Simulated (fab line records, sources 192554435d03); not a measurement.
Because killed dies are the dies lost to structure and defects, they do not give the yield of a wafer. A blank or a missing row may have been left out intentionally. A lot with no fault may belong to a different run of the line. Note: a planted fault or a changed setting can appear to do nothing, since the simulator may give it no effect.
Lot-split experiment | flow n5-finfet | 39 wafers read across 7 lots, on a route 1938 steps long

ON THE SPLIT
At N5_DUMMY_GATE_EXPOSE_12 (exposes mask GATE, target cd 25 nm), the setting dose-mj was moved away from the recipe's 34 on 18 of the 39 wafers read, by -7.8% to +6.1%. This setting was run at the recipe's value on the other wafers.

FROM THE SPLIT TO THE READING: what the file shows between them, 12 steps
- N5_DUMMY_GATE_PEB_13: peb time 60 s
- N5_DUMMY_GATE_DEVELOP_14: develop time 30 s
- N5_DUMMY_GATE_CD_MEAS_15: target cd 25.8 nm
- N5_DUMMY_GATE_STRIP_38: strips in N2/H2
- N5_DUMMY_GATE_STRIP_39: strips in N2/H2
- N5_DUMMY_GATE_TRIM_49: chemistry O2, time 29 s, target cd 14 nm
- N5_DUMMY_GATE_STRIP_40: strips in CF4
- N5_DUMMY_GATE_CD_MEAS_50: target cd 14 nm
- N5_DUMMY_GATE_ETCH_31: etches SiO2 in C4F6/O2, target depth 82.5 nm, time 27.5 s
- N5_DUMMY_GATE_STRIP_41: strips in O2
- N5_DUMMY_GATE_ETCH_23: etches poly-Si in HBr/Cl2/O2, target depth 41 nm, time 22.3 s
- N5_DUMMY_GATE_ETCH_44: etches poly-Si in HBr/O2, stops on SiO2, target depth 127.5 nm

THE READING
At N5_DUMMY_GATE_CD_MEAS_24: cd-nm in nanometres, against a target cd of 15 nm. Fault-free wafers of this fab line usually give 15.0 nm, standard deviation 0.38 nm.

wafer  | tool, chamber at the split | dose-mj as run | against the recipe | cd-nm, nm | against lot-mates on the recipe
L075.1 | euv-scanner-01, 0          | 34             | recipe             | 15.6      | -
L075.2 | euv-scanner-01, 0          | 36.06          | +6.1%              | 14.1      | -1.3
L075.3 | euv-scanner-01, 0          | 36.06          | +6.1%              | 13.6      | -1.8
L075.4 | euv-scanner-01, 0          | 34             | recipe             | 15.3      | -
L075.5 | euv-scanner-01, 0          | 34             | recipe             | 15.2      | -
L075.6 | euv-scanner-01, 0          | 36.06          | +6.1%              | 14.3      | -1.1
L077.2 | euv-scanner-01, 0          | 34             | recipe             | 15.3      | -
L077.3 | euv-scanner-01, 0          | 34             | recipe             | 14.4      | -
L077.5 | euv-scanner-01, 0          | 34             | recipe             | 15.3      | -
L082.1 | euv-scanner-02, 0          | 31.36          | -7.8%              | 16.7      | +1.7
L082.2 | euv-scanner-02, 0          | 34             | recipe             | 15.2      | -
L082.3 | euv-scanner-02, 0          | 34             | recipe             | 14.7      | -
L082.4 | euv-scanner-02, 0          | 34             | recipe             | 15.0      | -
L082.5 | euv-scanner-02, 0          | 31.36          | -7.8%              | 16.7      | +1.7
L082.6 | euv-scanner-02, 0          | 31.36          | -7.8%              | 16.5      | +1.5
L085.1 | euv-scanner-02, 0          | 35.76          | +5.2%              | 14.0      | -1.0
L085.2 | euv-scanner-02, 0          | 34             | recipe             | 15.0      | -
L085.3 | euv-scanner-02, 0          | 35.76          | +5.2%              | 13.8      | -1.2
L085.4 | euv-scanner-02, 0          | 34             | recipe             | 14.8      | -
L085.5 | euv-scanner-02, 0          | 35.76          | +5.2%              | 14.2      | -0.8
L085.6 | euv-scanner-02, 0          | 34             | recipe             | 15.2      | -
L090.1 | euv-scanner-01, 0          | 34             | recipe             | 15.0      | -
L090.2 | euv-scanner-01, 0          | 34             | recipe             | 14.8      | -
L090.3 | euv-scanner-01, 0          | 35.93          | +5.7%              | 14.2      | -0.6
L090.4 | euv-scanner-01, 0          | 34             | recipe             | 14.7      | -
L090.5 | euv-scanner-01, 0          | 35.93          | +5.7%              | 14.0      | -0.8
L090.6 | euv-scanner-01, 0          | 35.93          | +5.7%              | 13.7      | -1.1
L093.1 | euv-scanner-01, 0          | 34             | recipe             | 14.9      | -
L093.2 | euv-scanner-01, 0          | 32.27          | -5.1%              | 16.3      | +1.3
L093.3 | euv-scanner-01, 0          | 32.27          | -5.1%              | 16.6      | +1.6
L093.4 | euv-scanner-01, 0          | 34             | recipe             | 15.0      | -
L093.5 | euv-scanner-01, 0          | 32.27          | -5.1%              | 16.1      | +1.1
L093.6 | euv-scanner-01, 0          | 34             | recipe             | 15.1      | -
L094.1 | euv-scanner-01, 0          | 31.77          | -6.6%              | 16.3      | +1.2
L094.2 | euv-scanner-01, 0          | 34             | recipe             | 15.2      | -
L094.3 | euv-scanner-01, 0          | 31.77          | -6.6%              | 16.5      | +1.4
L094.4 | euv-scanner-01, 0          | 31.77          | -6.6%              | 16.4      | +1.3
L094.5 | euv-scanner-01, 0          | 34             | recipe             | 15.0      | -
L094.6 | euv-scanner-01, 0          | 34             | recipe             | 15.2      | -

THE FIT
A straight line over all 39 wafers: cd-nm changes by -0.202 nm for each +1% of dose-mj; r = -0.96; the points scatter about the line by 0.25 nm.
The same after taking each lot's own level away (the mean of its wafers on the recipe; 39 wafers): -0.206 nm for each +1%; r = -0.96; scatter 0.24 nm.
Per that fit: largest dose-mj move, reading shift of 1.6 nm.
From 14.83 to 15.37 nm: that is the span of the lots' own levels, equal to 1.4 times the standard deviation above.
The two slopes agree, so the slope changes little with the lot-to-lot level.
Check: for one of the wafers moved furthest among these (-7.8%), held out of the fit, the line's prediction against its lot-mates is +1.63 nm. Against them it came out at +1.73 nm.

THE WHOLE CHAIN: every reading that the file lists as answering this split, in the file's order
step                     | what it does                             | reading                                                           | change (the file's fit)               | r (the file's)
N5_DUMMY_GATE_CD_MEAS_15 | target cd 25.8 nm                        | cd-nm                                                             | -0.19 nm for each +1% of the setting  | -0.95
N5_DUMMY_GATE_TRIM_49    | chemistry O2, time 29 s, target cd 14 nm | DUMMY_GATE.cd-nm (the simulator's own value, which no gauge read) | -0.185 nm for each +1% of the setting | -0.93
N5_DUMMY_GATE_CD_MEAS_50 | target cd 14 nm                          | cd-nm                                                             | -0.175 nm for each +1% of the setting | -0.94
N5_DUMMY_GATE_CD_MEAS_24 | target cd 15 nm                          | cd-nm                                                             | -0.207 nm for each +1% of the setting | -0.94

FILE'S OWN FIT
cd-nm changes by -0.207 nm for each +1% of dose-mj, r = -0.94.
